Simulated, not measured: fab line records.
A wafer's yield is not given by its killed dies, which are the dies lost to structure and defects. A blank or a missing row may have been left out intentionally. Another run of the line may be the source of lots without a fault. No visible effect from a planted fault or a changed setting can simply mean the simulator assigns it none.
A struck lot beside a sound one    flow nand_harc    14 steps out of a route of 1159
Sound: wafers L148.1, L148.2, L148.4. Struck: wafers L166.1, L166.5. (L166.2 of the same lot was not struck and is left out.) The cause comes at the end.
Per side, at each step with rows, come the tool, then ch with its chambers, and then its first start. Under that, the readings that differ: sound wafers    struck wafers    difference of the means    sigmas: that difference in standard deviations of wafers without a fault.
alike: readings whose means differ by less than 2 such deviations, and words and numbers that are the same on both sides. not compared: withheld readings, readings that some wafer has no value for, bounds like >300 that may hide the same value, and numbers for which the record gives no deviation and whose values overlap.
The two part at a step that has a row with sigmas, a row that says differs or no value, or rows on one side only. Non-overlapping numbers with no deviation appear without sigmas and do not part them. A reading that every wafer of one side lacks parts them only if that side has two wafers or more.

NHARC_A_SOURCE_PLATE_THK_MEAS_09: measures by ellipsometry.
  sound on film_metro-02, day 8 00:40; struck on film_metro-02, day 12 05:04
  alike: thk_nm
then, 3 steps without rows for these wafers: NHARC_A_SOURCE_PLATE_PVD_04 (deposits WSi2, target thk 50 nm); NHARC_A_SOURCE_PLATE_CVD_03 (deposits poly-Si, target thk 200 nm, time 4000 s); NHARC_A_SOURCE_PLATE_ANNEAL_05 (time 1800 s).
NHARC_A_SOURCE_PLATE_THK_MEAS_06: measures by ellipsometry.
  sound on film_metro-02, day 8 13:38; struck on film_metro-01, day 12 18:10
  alike: thk_nm
NHARC_A_SOURCE_PLATE_INSPECT_08:
  sound on defect_inspect-02, day 8 13:44; struck on defect_inspect-01, day 12 18:14
  alike: raw_defect_count
then, 1 step without rows for these wafers: NHARC_A_ONON_D1_DEP_00 (target thk 1000 nm).
NHARC_A_ONON_D1_THK_MEAS_02: measures by ellipsometry.
  sound on film_metro-02, day 8 14:19; struck on film_metro-01, day 12 18:49
  alike: thk_nm
then, 1 step without rows for these wafers: NHARC_A_ONON_D1_DEP_03 (target thk 1000 nm).
NHARC_A_ONON_D1_THK_MEAS_05: measures by ellipsometry.
  sound on film_metro-02, day 8 14:53; struck on film_metro-02, day 12 19:23
  alike: thk_nm
NHARC_A_ONON_D1_DEP_06: target thk 1000 nm.
  sound on pecvd_onon-02 ch 0, day 8 14:56; struck on pecvd_onon-04 ch 0, day 12 19:26
NHARC_A_ONON_D1_THK_MEAS_08: measures by ellipsometry.
  sound on film_metro-01, day 8 15:27; struck on film_metro-01, day 12 19:56
reading      sound           struck   difference  sigmas
thk_nm (nm)  1001 1003 1003  384 386  -617        -65
then, 1 step without rows for these wafers: NHARC_A_ONON_D1_DEP_09 (target thk 1000 nm).
-- break in the record here, with 11 days between the starts of the struck wafers on either side (left off in module A_ONON_D1, picked up again in module END, where the first step shown is number 1159 on the route) --
NHARC_END_SORT_01:
  at this point the record logs the struck wafers (prober-02 ch 0, day 24 06:03) and has no rows for the sound ones

== WHERE THEY PART ==
First at NHARC_A_ONON_D1_THK_MEAS_08; last, within this record, at NHARC_END_SORT_01.

WHY: what the simulator had put in
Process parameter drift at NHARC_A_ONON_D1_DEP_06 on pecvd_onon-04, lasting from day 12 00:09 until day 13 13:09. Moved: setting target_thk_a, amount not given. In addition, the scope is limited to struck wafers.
